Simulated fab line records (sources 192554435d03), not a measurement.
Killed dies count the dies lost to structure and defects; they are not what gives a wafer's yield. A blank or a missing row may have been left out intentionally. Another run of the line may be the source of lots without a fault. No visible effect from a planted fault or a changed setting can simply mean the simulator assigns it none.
fab line records	flow n5Finfet	part 1 of 2: steps 1 to 23 of 32
[record] lots = 5	wafers = 15	lastDay = 21
route steps=1938 shown BEOL_M12@1624
lots that met no fault: from a run of the same line without faults
startH: hours from the record's opening day to when the first of the lot's shown wafers began	waitH: hours from the lot's prior step to this one	" as in the row above	L1.1+2: one row covering several wafers at once	- either no value or no given start	* or withheld: withheld	< > ~ a bound
route shown NAME@n: a module of which the file shows steps, and the number in the route of the first	usual: the fault-free wafers' mean and standard deviation	same: alike in all rows	chamber/n: place in a boat	sites: readings site by site	_std_site: the values' standard deviation	_edge_site: the outer-site mean with the inner-site mean subtracted	radiusMm: how far each site lies from the wafer's centre	mask NAME#n: copy n	behind: the tool/chamber that last shaped the wafer	hold: why the lot went on hold/how many hours it stayed there/how the hold came to an end	device: transistor that didn't switch, given as n, p or np	end of line: the route-end tests of the same wafers	step lacking rows: just its recipe	killed: dies that structure and defects cost at the first sort, which is not the same as the wafer's yield	map: shows each die of a wafer: x if killed, . if not, _ if none is there
set.NAME: the setting as run; set.NAME@STEP: as run at that earlier step	model.NAME: the simulator's own value behind a step, which no gauge read
lots seen at some steps along the route; tables by step, rows by wafer
services: from which hour (startH, from the record's first day; less than 0 if before it) a tool's chamber was out of use, for how many hours, and why
[[steps]]
[step N5_BEOL_M12_COAT_66]
[recipe] resist = SiARC	tempC = 220	timeS = 60	spinRpm = 1500	resistThkNm = 110
[usual] heaterPowerTotalW = 427.7/2.2	plateTempC = 220.03/0.17
[same] timeS = 60
lot.wafer	tool	chamber	startH	waitH	heaterPowerTotalW	plateTempC
L079.1	lithoTrack-05	0	-	-	429.7	219.76
L079.2	"	0	"	"	425.0	220.00
L079.3	"	0	"	"	428.1	219.81
L081.1	lithoTrack-04	0	-	-	430.4	219.81
L081.2	"	0	"	"	424.7	220.04
L081.4	"	0	"	"	424.2	219.98
L084.2	lithoTrack-02	0	-	-	424.5	219.85
L084.3	"	0	"	"	430.7	220.05
L084.6	"	0	"	"	424.7	219.98
L089.3	lithoTrack-05	0	-	-	427.1	220.06
L089.5	"	0	"	"	428.9	219.95
L089.6	"	0	"	"	424.1	220.20
L095.3	lithoTrack-04	0	-	-	430.6	220.00
L095.4	"	0	"	"	430.6	220.16
L095.5	"	0	"	"	424.8	220.01
[step N5_BEOL_M12_COAT_22]
[recipe] spinRpm = 2888	resistThkNm = 300
lot.wafer	tool	chamber	startH	waitH
L079.1+2+3	lithoTrack-05	0	-	-
L081.1+2+4	lithoTrack-04	0	-	-
L084.2+3+6	lithoTrack-02	0	-	-
L089.3+5+6	lithoTrack-05	0	-	-
L095.3+4+5	lithoTrack-04	0	-	-
[step N5_BEOL_M12_EBR_24]
[recipe] solvent = PGMEA	ebrWidthMm = 1.5
lot.wafer	tool	chamber	startH	waitH
L079.1+2+3	lithoTrack-05	0	-	-
L081.1+2+4	lithoTrack-04	0	-	-
L084.2+3+6	lithoTrack-02	0	-	-
L089.3+5+6	lithoTrack-05	0	-	-
L095.3+4+5	lithoTrack-04	0	-	-
[step N5_BEOL_M12_SOFTBAKE_23]
[recipe] tempC = 130	timeS = 60
[usual] heaterPowerTotalW = 218.8/1.6	plateTempC = 130.00/0.14
[same] timeS = 60
lot.wafer	tool	chamber	startH	waitH	heaterPowerTotalW	plateTempC
L079.1	lithoTrack-05	0	-	-	218.5	129.96
L079.2	"	0	"	"	220.4	130.10
L079.3	"	0	"	"	216.5	129.96
L081.1	lithoTrack-04	0	-	-	218.2	130.07
L081.2	"	0	"	"	216.6	129.94
L081.4	"	0	"	"	220.4	130.00
L084.2	lithoTrack-02	0	-	-	217.1	130.10
L084.3	"	0	"	"	220.7	130.02
L084.6	"	0	"	"	218.8	129.72
L089.3	lithoTrack-05	0	-	-	217.2	129.87
L089.5	"	0	"	"	218.0	130.10
L089.6	"	0	"	"	219.7	129.91
L095.3	lithoTrack-04	0	-	-	220.4	130.01
L095.4	"	0	"	"	221.1	129.97
L095.5	"	0	"	"	216.4	130.00
[step N5_BEOL_M12_EXPOSE_25]
[recipe] maskId = M12	na = 0.93	sourceShape = conventional	sigmaOuter = 0.4	polarization = unpolarized	doseMj = 21.8
lot.wafer	tool	chamber	startH	waitH	mask
L079.1+2+3	krfScanner-01	0	365.78	-	M12#0
L081.1+2+4	krfScanner-02	0	393.40	-	M12#0
L084.2+3+6	krfScanner-01	0	398.60	-	M12#0
L089.3+5+6	krfScanner-01	0	420.78	-	M12#0
L095.3+4+5	krfScanner-02	0	457.08	-	M12#0
[step N5_BEOL_M12_PEB_26]
[recipe] pebTempC = 130	pebTimeS = 90
[usual] heaterPowerTotalW = 172.5/0.8	plateTempC = 129.96/0.12
lot.wafer	tool	chamber	startH	waitH	heaterPowerTotalW	plateTempC
L079.1	lithoTrack-04	0	365.84	0.1	171.9	129.96
L079.2	"	0	"	"	173.8	129.63
L079.3	"	0	"	"	173.2	129.80
L081.1	lithoTrack-04	0	393.46	0.1	172.2	130.03
L081.2	"	0	"	"	173.6	129.84
L081.4	"	0	"	"	172.7	130.06
L084.2	lithoTrack-05	0	398.66	0.0	172.9	130.09
L084.3	"	0	"	"	170.9	129.97
L084.6	"	0	"	"	172.0	129.84
L089.3	lithoTrack-05	0	420.83	0.0	172.6	129.89
L089.5	"	0	"	"	172.7	130.07
L089.6	"	0	"	"	172.7	129.98
L095.3	lithoTrack-05	0	457.12	0.0	171.3	130.08
L095.4	"	0	"	"	171.6	130.21
L095.5	"	0	"	"	171.8	130.12
[step N5_BEOL_M12_DEVELOP_27]
[recipe] developTimeS = 45	rinseLiquid = diw	dry = airSpin	devTempC = 21
lot.wafer	tool	chamber	startH	waitH
L079.1+2+3	lithoTrack-04	0	-	-
L081.1+2+4	lithoTrack-04	0	-	-
L084.2+3+6	lithoTrack-05	0	-	-
L089.3+5+6	lithoTrack-05	0	-	-
L095.3+4+5	lithoTrack-05	0	-	-
[step N5_BEOL_M12_HARDBAKE_32]
[recipe] tempC = 130	timeS = 120
[usual] heaterPowerTotalW = 148.0/0.86	plateTempC = 130.00/0.15
[same] timeS = 120
lot.wafer	tool	chamber	startH	waitH	heaterPowerTotalW	plateTempC
L079.1	lithoTrack-04	0	-	-	148.9	129.92
L079.2	"	0	"	"	148.0	129.92
L079.3	"	0	"	"	147.5	129.84
L081.1	lithoTrack-04	0	-	-	148.2	129.81
L081.2	"	0	"	"	147.7	129.66
L081.4	"	0	"	"	147.4	129.80
L084.2	lithoTrack-05	0	-	-	148.9	130.07
L084.3	"	0	"	"	147.4	130.05
L084.6	"	0	"	"	147.9	130.09
L089.3	lithoTrack-05	0	-	-	148.8	129.71
L089.5	"	0	"	"	148.6	129.94
L089.6	"	0	"	"	147.5	129.90
L095.3	lithoTrack-05	0	-	-	149.4	130.07
L095.4	"	0	"	"	149.3	130.04
L095.5	"	0	"	"	147.3	130.17
[step N5_BEOL_M12_CD_MEAS_28]
[recipe] targetCdNm = 160.2	landingEnergyEv = 500	detector = seInlens	polarity = opening
[usual] cdNm = 160.9/2.7
lot.wafer	tool	chamber	startH	waitH	cdNm
L079.1	cdSem-02	0	365.95	-	160.5
L079.2	"	0	"	"	161.9
L079.3	"	0	"	"	157.4
L081.1	cdSem-03	0	393.57	-	156.9
L081.2	"	0	"	"	156.6
L081.4	"	0	"	"	160.2
L084.2	cdSem-02	0	398.77	-	160.8
L084.3	"	0	"	"	165.8
L084.6	"	0	"	"	168.0
L089.3	cdSem-03	0	420.94	-	167.0
L089.5	"	0	"	"	162.6
L089.6	"	0	"	"	167.7
L095.3	cdSem-01	0	457.24	-	160.5
L095.4	"	0	"	"	165.4
L095.5	"	0	"	"	162.6
[step N5_BEOL_M12_OVL_MEAS_29]
[recipe] pointsPerWafer = 44
[usual] M12_OVL = -1/4.8
lot.wafer	tool	chamber	startH	waitH	M12_OVL[nm]
L079.1	overlay-02	0	365.98	0.0	3
L079.2	"	0	"	"	2
L079.3	"	0	"	"	-2
L081.1	overlay-01	0	393.60	0.0	-2
L081.2	"	0	"	"	-2
L081.4	"	0	"	"	7
L084.2	overlay-02	0	398.80	0.0	-6
L084.3	"	0	"	"	-8
L084.6	"	0	"	"	-9
L089.3	overlay-02	0	420.97	0.0	-3
L089.5	"	0	"	"	-1
L089.6	"	0	"	"	-6
L095.3	overlay-02	0	457.27	0.0	-3
L095.4	"	0	"	"	1
L095.5	"	0	"	"	4
[step N5_BEOL_M12_INSPECT_30]
[recipe] mode = adi	inspectInstrument = macro
[usual] rawDefectCount = 1.9/1.4
lot.wafer	tool	chamber	startH	waitH	rawDefectCount
L079.1	defectInspect-01	-	366.01	0.0	1
L079.2	"	-	"	"	0
L079.3	"	-	"	"	1
L081.1	defectInspect-02	-	393.62	0.0	1
L081.2	"	-	"	"	2
L081.4	"	-	"	"	1
L084.2	defectInspect-01	-	398.83	0.0	0
L084.3	"	-	"	"	2
L084.6	"	-	"	"	2
L089.3	defectInspect-02	-	421.00	0.0	1
L089.5	"	-	"	"	3
L089.6	"	-	"	"	0
L095.3	defectInspect-01	-	457.29	0.0	2
L095.4	"	-	"	"	2
L095.5	"	-	"	"	2
[step N5_BEOL_M12_DESCUM_33]
[recipe] chemistry = O2	timeS = 7.9	sourcePowerW = 50	biasPowerW = 20	pressureMtorr = 20	rfFrequencyHz = 2.712e+07	tempC = 40	o2FlowSccm = 225
[usual] drypumpMotorCurrentA = 5.70/0.21	oesProductAu = 0.79/0.082	rfVppV = 242.8/1.4	showerheadPlenumPTorr = 2.05/0.066	throttleValvePct = 20.5/0.31
[same] timeS = 7.9
lot.wafer	tool	chamber	startH	waitH	drypumpMotorCurrentA	oesProductAu	rfHoursCounterH	rfVppV	showerheadPlenumPTorr	throttleValvePct
L079.1	rieDiel-04	0	366.04	0.0	5.85	0.84	73	243.2	2.05	20.7
L079.2	"	3	"	"	5.24	0.69	227	243.9	2.16	20.9
L079.3	"	2	"	"	5.41	0.89	40	243.5	2.14	20.3
L081.1	rieDiel-03	3	393.66	0.0	5.65	0.73	202	241.3	1.95	20.2
L081.2	"	1	"	"	5.76	0.71	196	241.9	2.00	20.8
L081.4	"	0	"	"	5.51	0.90	-	241.6	2.06	20.2
L084.2	rieDiel-01	2	398.86	0.0	5.66	0.69	238	243.7	2.06	20.9
L084.3	"	3	"	"	5.83	0.84	61	241.9	2.02	19.9
L084.6	"	0	"	"	5.74	0.76	-	241.8	1.99	20.4
L089.3	rieDiel-04	0	421.03	0.0	5.86	0.82	90	241.6	2.04	20.7
L089.5	"	1	"	"	5.86	0.83	-	241.8	2.04	20.3
L089.6	"	2	"	"	5.42	0.86	-	245.9	2.13	20.3
L095.3	rieDiel-04	3	457.32	0.0	5.23	0.67	248	242.4	2.15	21.0
L095.4	"	1	"	"	5.93	0.82	92	241.4	2.03	20.3
L095.5	"	2	"	"	5.40	0.82	-	244.5	2.13	20.3
[step N5_BEOL_M12_ETCH_67]
[recipe] chemistry = CF4	target = SiARC	targetDepthA = 1430	timeS = 238.3	ionEnergyEv = 80	pressureMtorr = 40	sourceW = 545	biasW = 36	Ar_flow_sccm = 100	cf4FlowSccm = 100	ends = cleared
[usual] drypumpMotorCurrentA = 5.70/0.21	etchRfOnTimeS = 238/8.3	oesProductAu = 0.68/0.072	rfVppV = 183.7/1.2	showerheadPlenumPTorr = 2.10/0.06	throttleValvePct = 15.64/0.26
lot.wafer	tool	chamber	startH	waitH	drypumpMotorCurrentA	etchRfOnTimeS	oesProductAu	rfHoursCounterH	rfVppV	showerheadPlenumPTorr	throttleValvePct
L079.1	rieDiel-04	0	366.07	0.0	5.86	234	0.72	73	182.4	2.08	15.71
L079.2	"	3	"	"	5.21	249	0.59	227	186.7	2.19	16.03
L079.3	"	2	"	"	5.42	237	0.76	40	185.1	2.18	15.38
L081.1	rieDiel-03	3	393.69	0.0	5.66	247	0.62	202	183.6	2.04	15.70
L081.2	"	1	"	"	5.80	233	0.63	196	184.5	2.04	15.85
L081.4	"	0	"	"	5.52	223	0.78	-	183.5	2.09	15.27
L084.2	rieDiel-01	2	398.89	0.0	5.66	256	0.57	238	184.3	2.11	16.15
L084.3	"	3	"	"	5.87	243	0.72	61	184.3	2.10	15.33
L084.6	"	0	"	"	5.77	235	0.65	-	181.7	2.06	15.73
L089.3	rieDiel-04	0	421.06	0.0	5.85	236	0.71	90	183.7	2.08	15.74
L089.5	"	1	"	"	5.93	232	0.72	-	183.1	2.06	15.36
L089.6	"	2	"	"	5.42	239	0.73	-	184.6	2.17	15.42
L095.3	rieDiel-04	3	457.36	0.0	5.24	254	0.57	248	182.9	2.18	16.10
L095.4	"	1	"	"	5.90	230	0.71	92	181.9	2.05	15.42
L095.5	"	2	"	"	5.42	238	0.72	-	184.0	2.17	15.45
[step N5_BEOL_M12_ETCH_68]
[recipe] chemistry = N2/H2	target = SOC	maskMaterial = SiARC	sourceW = 3000	biasW = 350	tempC = 40	timeS = 285	ionEnergyEv = 200	pressureMtorr = 30	n2FlowSccm = 200	h2FlowSccm = 200
[usual] drypumpMotorCurrentA = 5.71/0.21	oesProductAu = 0.80/0.081	rfVppV = 522.7/2.3	showerheadPlenumPTorr = 2.50/0.084	throttleValvePct = 17.79/0.28
[same] timeS = 285
lot.wafer	tool	chamber	startH	waitH	drypumpMotorCurrentA	oesProductAu	rfHoursCounterH	rfVppV	showerheadPlenumPTorr	throttleValvePct
L079.1	rieDiel-04	0	366.22	0.1	5.87	0.82	73	521.8	2.46	17.74
L079.2	"	3	"	"	5.23	0.71	227	525.4	2.62	18.29
L079.3	"	2	"	"	5.40	0.89	40	524.5	2.61	17.71
L081.1	rieDiel-03	3	393.84	0.1	5.62	0.72	202	520.9	2.39	17.63
L081.2	"	1	"	"	5.77	0.72	196	520.5	2.41	18.02
L081.4	"	0	"	"	5.53	0.90	-	522.3	2.47	17.32
L084.2	rieDiel-01	2	399.04	0.1	5.64	0.69	238	523.3	2.52	18.39
L084.3	"	3	"	"	5.89	0.85	61	521.6	2.48	17.50
L084.6	"	0	"	"	5.74	0.77	-	520.9	2.44	17.83
L089.3	rieDiel-04	0	421.21	0.1	5.86	0.81	90	522.5	2.45	17.78
L089.5	"	1	"	"	5.85	0.83	-	521.2	2.47	17.70
L089.6	"	2	"	"	5.42	0.87	-	524.1	2.60	17.75
L095.3	rieDiel-04	3	457.51	0.1	5.24	0.69	248	525.5	2.61	18.31
L095.4	"	1	"	"	5.89	0.81	93	522.1	2.47	17.74
L095.5	"	2	"	"	5.41	0.85	-	524.0	2.59	17.76
[step N5_BEOL_M12_STRIP_69]
[recipe] chemistry = N2/H2	tempC = 40	n2FlowSccm = 200	h2FlowSccm = 200	rfFrequencyHz = 6e+07
lot.wafer	tool	chamber	startH	waitH
L079.1+2+3	rieDiel-04	0,3,2	366.39	0.1
L081.1+2+4	rieDiel-03	3,1,0	394.01	0.1
L084.2+3+6	rieDiel-01	2,3,0	399.21	0.1
L089.3+5+6	rieDiel-04	0,1,2	421.38	0.1
L095.3+4+5	rieDiel-04	3,1,2	457.68	0.1
[step N5_BEOL_M12_TRENCH_ETCH_34]
[recipe] chemistry = C4F8/O2/Ar	target = SiOC	targetDepthA = 3189.5	maskMaterial = SOC	pressureMtorr = 30	sourceW = 3000	biasW = 700	Ar_flow_sccm = 400	C4F8_flow_sccm = 15	O2_flow_sccm = 8	heInnerTorr = 15	heOuterTorr = 30	timeS = 125.5	ionEnergyEv = 250
[usual] drypumpMotorCurrentA = 5.71/0.21	oesProductAu = 0.80/0.081	rfVppV = 663.9/2.9	showerheadPlenumPTorr = 3.36/0.092	throttleValvePct = 24.20/0.27
[same] timeS = 125.5
lot.wafer	tool	chamber	startH	waitH	drypumpMotorCurrentA	oesProductAu	rfHoursCounterH	rfVppV	showerheadPlenumPTorr	throttleValvePct
L079.1	rieDiel-04	0	366.40	0.0	5.86	0.82	74	662.6	3.31	24.27
L079.2	"	3	"	"	5.24	0.71	227	668.5	3.46	24.44
L079.3	"	2	"	"	5.41	0.90	40	667.4	3.48	24.05
L081.1	rieDiel-03	3	394.02	0.0	5.62	0.73	203	661.1	3.27	24.28
L081.2	"	1	"	"	5.77	0.72	197	660.9	3.27	24.51
L081.4	"	0	"	"	5.54	0.92	-	664.5	3.34	23.89
L084.2	rieDiel-01	2	399.22	0.0	5.65	0.69	238	664.5	3.38	24.74
L084.3	"	3	"	"	5.86	0.86	61	663.0	3.32	23.79
L084.6	"	0	"	"	5.77	0.76	-	662.4	3.29	24.27
L089.3	rieDiel-04	0	421.39	0.0	5.87	0.81	90	660.1	3.30	24.30
L089.5	"	1	"	"	5.92	0.83	-	662.7	3.28	23.83
L089.6	"	2	"	"	5.42	0.87	-	666.3	3.47	24.10
L095.3	rieDiel-04	3	457.69	0.0	5.24	0.69	248	667.5	3.45	24.45
L095.4	"	1	"	"	5.93	0.81	93	663.0	3.27	23.87
L095.5	"	2	"	"	5.42	0.85	-	665.8	3.46	24.10
[step N5_BEOL_M12_STRIP_70]
[recipe] chemistry = C4F8/O2/Ar	resist = SiARC	rfFrequencyHz = 6e+07
lot.wafer	tool	chamber	startH	waitH
L079.1+2+3	rieDiel-04	0,3,2	366.52	0.1
L081.1+2+4	rieDiel-03	3,1,0	394.14	0.1
L084.2+3+6	rieDiel-01	2,3,0	399.34	0.1
L089.3+5+6	rieDiel-04	0,1,2	421.51	0.1
L095.3+4+5	rieDiel-04	3,1,2	457.80	0.1
[step N5_BEOL_M12_OCD_MEAS_35]
[usual] trenchDepthNm = 317/6.8
lot.wafer	tool	chamber	startH	waitH	trenchDepthNm
L079.1	ocd-02	-	366.56	0.0	316
L079.2	"	-	"	"	323
L079.3	"	-	"	"	324
L081.1	ocd-01	-	394.18	0.0	310
L081.2	"	-	"	"	314
L081.4	"	-	"	"	330
L084.2	ocd-01	-	399.38	0.0	310
L084.3	"	-	"	"	327
L084.6	"	-	"	"	321
L089.3	ocd-02	-	421.55	0.0	318
L089.5	"	-	"	"	315
L089.6	"	-	"	"	327
L095.3	ocd-01	-	457.84	0.0	314
L095.4	"	-	"	"	316
L095.5	"	-	"	"	324
[step N5_BEOL_M12_STRIP_37]
[recipe] chemistry = N2/H2	powerW = 1000	tempC = 250	h2Frac = 0.65	overashFraction = 0.3	pressureMtorr = withheld	n2FlowSccm = 1750	h2FlowSccm = 3250
[usual] drypumpMotorCurrentA = 6.2/0.34	heaterPowerW = 305/15	oesProductAu = 0.790/0.0089
lot.wafer	tool	chamber	startH	waitH	drypumpMotorCurrentA	heaterPowerW	oesProductAu	rfHoursCounterH
L079.1	plasmaAsher-02	0	366.60	0.0	5.9	286	0.798	89
L079.2	"	1	"	"	6.4	297	0.797	89
L079.3	"	0	"	"	5.9	282	0.779	-
L081.1	plasmaAsher-02	0	394.22	0.0	5.9	287	0.792	93
L081.2	"	1	"	"	6.4	290	0.785	93
L081.4	"	1	"	"	6.4	288	0.771	-
L084.2	plasmaAsher-02	1	399.42	0.0	6.4	291	0.803	94
L084.3	"	0	"	"	5.9	283	0.795	-
L084.6	"	1	"	"	6.4	297	0.781	-
L089.3	plasmaAsher-01	0	421.60	0.1	6.6	309	0.786	-
L089.5	"	1	"	"	5.7	335	0.792	-
L089.6	"	0	"	"	6.6	306	0.782	-
L095.3	plasmaAsher-01	1	457.90	0.1	5.7	324	0.794	-
L095.4	"	0	"	"	6.6	306	0.781	-
L095.5	"	1	"	"	5.7	330	0.796	-
[step N5_BEOL_M12_ETCH_38]
[recipe] chemistry = CF4/N2	target = SiCN	targetDepthA = 687	taperDeg = 2	timeS = 73.4	ionEnergyEv = 150	maskMaterial = SiO2	pressureMtorr = 40	sourceW = 430	biasW = 70	Ar_flow_sccm = 100	cf4FlowSccm = 60	n2FlowSccm = 60
[usual] drypumpMotorCurrentA = 5.65/0.24	oesProductAu = 0.80/0.082	rfVppV = 381.6/1.7	showerheadPlenumPTorr = 2.17/0.062	throttleValvePct = 15.47/0.26
[same] timeS = 73.4
lot.wafer	tool	chamber	startH	waitH	drypumpMotorCurrentA	oesProductAu	rfHoursCounterH	rfVppV	showerheadPlenumPTorr	throttleValvePct
L079.1	rieDiel-01	1	373.87	-	5.54	0.77	135	386.2	2.29	15.56
L079.2	"	2	"	"	5.62	0.67	229	381.4	2.18	16.00
L079.3	"	0	"	"	5.71	0.77	156	380.6	2.12	15.52
L081.1	rieDiel-03	1	395.47	-	5.73	0.72	197	380.5	2.10	15.68
L081.2	"	0	"	"	5.53	0.91	21	380.6	2.15	15.07
L081.4	"	3	"	"	5.66	0.71	-	379.3	2.10	15.53
L084.2	rieDiel-04	3	400.79	-	5.23	0.67	238	382.5	2.25	15.89
L084.3	"	0	"	"	5.84	0.83	83	379.9	2.14	15.56
L084.6	"	0	"	"	5.86	0.84	-	381.0	2.14	15.54
L089.3	rieDiel-03	2	425.35	-	5.99	0.95	3	383.7	2.25	15.17
L089.5	"	2	"	"	5.98	0.95	-	383.2	2.25	15.17
L089.6	"	3	"	"	5.63	0.70	-	379.8	2.09	15.55
L095.3	rieDiel-04	2	458.21	-	5.41	0.83	73	382.9	2.24	15.28
L095.4	"	1	"	"	5.89	0.83	93	379.7	2.12	15.25
L095.5	"	1	"	"	5.90	0.83	-	381.8	2.12	15.28
[step N5_BEOL_M12_PRECLEAN_39]
[recipe] chemistry = residueRemover	timeS = 60	tempC = 40
[same] timeS = 60
lot.wafer	tool	chamber	startH	waitH
L079.1+2+3	wetBench-02	3,5,7	374.00	0.1
L081.1+2+4	wetBench-02	7,1,3	395.60	0.1
L084.2+3+6	wetBench-01	1,6,0	400.92	0.1
L089.3+5+6	wetBench-01	1,0,6	425.48	0.1
L095.3+4+5	wetBench-01	5,6,3	458.34	0.1
[step N5_BEOL_M12_SRD_40]
[recipe] timeS = 30	tempC = 23	rinseLiquid = diw	dry = n2Spin	spinRpm = 1500	dryTimeS = 30
[same] dryTimeS = 30	timeS = 30
lot.wafer	tool	chamber	startH	waitH
L079.1+2+3	wetBench-02	3,5,7	374.02	0.0
L081.1+2+4	wetBench-02	7,1,3	395.62	0.0
L084.2+3+6	wetBench-01	1,6,0	400.94	0.0
L089.3+5+6	wetBench-01	1,0,6	425.50	0.0
L095.3+4+5	wetBench-01	5,6,3	458.36	0.0
[step N5_BEOL_M12_DEGAS_41]
[recipe] ambient = vacuum	tempC = 250	timeS = 60
[usual] heaterPowerW = 313/27
[same] timeS = 60
lot.wafer	tool	chamber	startH	waitH	heaterPowerW
L079.1	pvdSputter-01	-	374.34	0.3	363
L079.2	"	-	"	"	349
L079.3	"	-	"	"	290
L081.1	pvdSputter-02	-	396.10	0.5	340
L081.2	"	-	"	"	310
L081.4	"	-	"	"	282
L084.2	pvdSputter-01	-	401.25	0.3	310
L084.3	"	-	"	"	364
L084.6	"	-	"	"	311
L089.3	pvdSputter-01	-	425.95	0.4	363
L089.5	"	-	"	"	315
L089.6	"	-	"	"	293
L095.3	pvdSputter-03	-	458.84	0.5	332
L095.4	"	-	"	"	311
L095.5	"	-	"	"	329
